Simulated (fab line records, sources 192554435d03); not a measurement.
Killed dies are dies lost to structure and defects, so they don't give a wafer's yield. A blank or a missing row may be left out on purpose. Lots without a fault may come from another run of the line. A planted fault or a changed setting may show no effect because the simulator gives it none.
Chamber matching | flow n5_finfet | N5_BEOL_M11_CMP_52 on cmp-01: 4 sister chambers
The step polishes, stops on SiCOH lowk, t overpolish 7 s, target thk 140 nm. 15 wafers are shown with their chamber, then 7 later ones without.

WAFERS WITH THEIR CHAMBER
wafer  | chamber | motor_current_A (A) | overpolish_run_s (s) | time_to_endpoint_s (s)
L081.1 | 0       | 6.8                 | 7.005                | 67
L081.2 | 2       | 5.6                 | 6.998                | 69
L081.3 | 1       | 6.6                 | 7.008                | 68
L082.2 | 2       | 5.8                 | 6.992                | 69
L082.4 | 0       | 6.3                 | 7.012                | 64
L083.3 | 0       | 6.4                 | 7.003                | 64
L084.3 | 1       | 6.8                 | 7.013                | 71
L084.4 | 2       | 5.8                 | 6.991                | 72
L085.3 | 2       | 5.8                 | 7.009                | 66
L088.3 | 1       | 6.4                 | 6.995                | 75
L088.4 | 0       | 7.0                 | 6.994                | 66
L087.2 | 0       | 7.0                 | 7.006                | 71
L087.3 | 2       | 5.6                 | 6.998                | 70
L087.4 | 3       | 6.1                 | 6.986                | 65
L093.1 | 1       | 6.6                 | 6.999                | 76

SIGNATURES (means of the wafers above)
reading            | chamber 0 | chamber 1 | chamber 2 | chamber 3 | scatter within a chamber
motor_current_A    | 6.700     | 6.600     | 5.720     | 6.100     | 0.227
overpolish_run_s   | 7.00400   | 7.00375   | 6.99760   | 6.98600   | 0.00725
time_to_endpoint_s | 66.40     | 72.50     | 69.20     | 65.00     | 2.91
Rule: a wafer's distance from a chamber is the root of the sum, over the readings, of the square of ((its reading less the chamber's mean) divided by the reading's scatter). The wafer belongs to the nearest chamber; if the next one is less than 2 further off, it can't be placed. The scatter: the root of (the sum of the squares of (reading less its chamber's mean) over the shown wafers, divided by (wafers less chambers)).

WAFERS WITHOUT THEIR CHAMBER
wafer  | motor_current_A (A) | overpolish_run_s (s) | time_to_endpoint_s (s)
L093.2 | 6.6                 | 6.995                | 69
L093.3 | 6.2                 | 6.996                | 71
L097.1 | 6.4                 | 6.987                | 62
L097.3 | 7.0                 | 6.992                | 74
L096.2 | 6.7                 | 7.009                | 74
L096.3 | 6.6                 | 6.996                | 71
L096.4 | 6.4                 | 7.012                | 66

WHICH CHAMBER EACH WENT THROUGH
wafer  | from the rows above               | in truth
L093.2 | can't be placed: 0 or 1 or 3      | 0
L093.3 | can't be placed: 1 or 2 or 3 or 0 | 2
L097.1 | can't be placed: 3 or 0           | 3
L097.3 | can't be placed: 1 or 0           | 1
L096.2 | can't be placed: 1 or 0           | 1
L096.3 | can't be placed: 1 or 0           | 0
L096.4 | can't be placed: 0 or 1           | 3
Placed correctly: 0 of 7. Can't be placed from these rows: 7 (the true chamber is among the candidates in 6). Placed wrongly: 0.
